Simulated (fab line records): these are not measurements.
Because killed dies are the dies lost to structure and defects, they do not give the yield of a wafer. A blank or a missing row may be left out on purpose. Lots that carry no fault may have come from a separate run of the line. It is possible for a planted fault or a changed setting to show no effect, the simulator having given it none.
Chamber matching / flow n5Finfet / N5_FIN_CUT_CUT_ETCH_15 on rieSi-06 has 4 sister chambers
The step etches Si in HBr/Cl2/O2, target depth 100 nm, bt time 10 s, time 42.4 s. 4 wafers are shown with their chamber, then 7 later ones without.

## EACH WAFER AND ITS CHAMBER
wafer=L077.2; chamber=3; drypumpMotorCurrentA (A)=6.3
wafer=L080.5; chamber=0; drypumpMotorCurrentA (A)=5.2
wafer=L083.1; chamber=1; drypumpMotorCurrentA (A)=6.2
wafer=L083.5; chamber=2; drypumpMotorCurrentA (A)=6.2

## WAFERS WITHOUT THEIR CHAMBER
wafer=L083.6; drypumpMotorCurrentA (A)=6.1
wafer=L085.1; drypumpMotorCurrentA (A)=6.1
wafer=L085.3; drypumpMotorCurrentA (A)=5.2
wafer=L085.5; drypumpMotorCurrentA (A)=6.1
wafer=L090.3; drypumpMotorCurrentA (A)=6.1
wafer=L090.4; drypumpMotorCurrentA (A)=6.3
wafer=L090.6; drypumpMotorCurrentA (A)=6.3

## WHICH CHAMBER EACH ONE RAN IN
wafer=L083.6; from the rows above=can't be placed: 1 or 2 or 3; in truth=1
wafer=L085.1; from the rows above=can't be placed: 1 or 2 or 3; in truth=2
wafer=L085.3; from the rows above=0; in truth=0
wafer=L085.5; from the rows above=can't be placed: 1 or 2 or 3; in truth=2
wafer=L090.3; from the rows above=can't be placed: 1 or 2 or 3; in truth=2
wafer=L090.4; from the rows above=can't be placed: 3 or 1 or 2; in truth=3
wafer=L090.6; from the rows above=can't be placed: 3 or 1 or 2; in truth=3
Correct placement for 1 of the 7. Can't be placed from these rows: 6 (the true chamber is among the candidates in 6). 0 placed wrongly.
How it was worked out, from the rows above alone: a wafer's distance from a chamber is the root of the sum, over the readings, of the square of ((its reading less the chamber's mean) divided by the reading's scatter). If the next closest chamber is less than 2 further off than the closest, the wafer can't be placed; otherwise it belongs to the closest. The mean given for a chamber averages the wafers shown for that chamber. The scatter (one wafer shown for each chamber): square how far every hidden wafer sits from the nearest shown wafer, average those squares and take the square root.
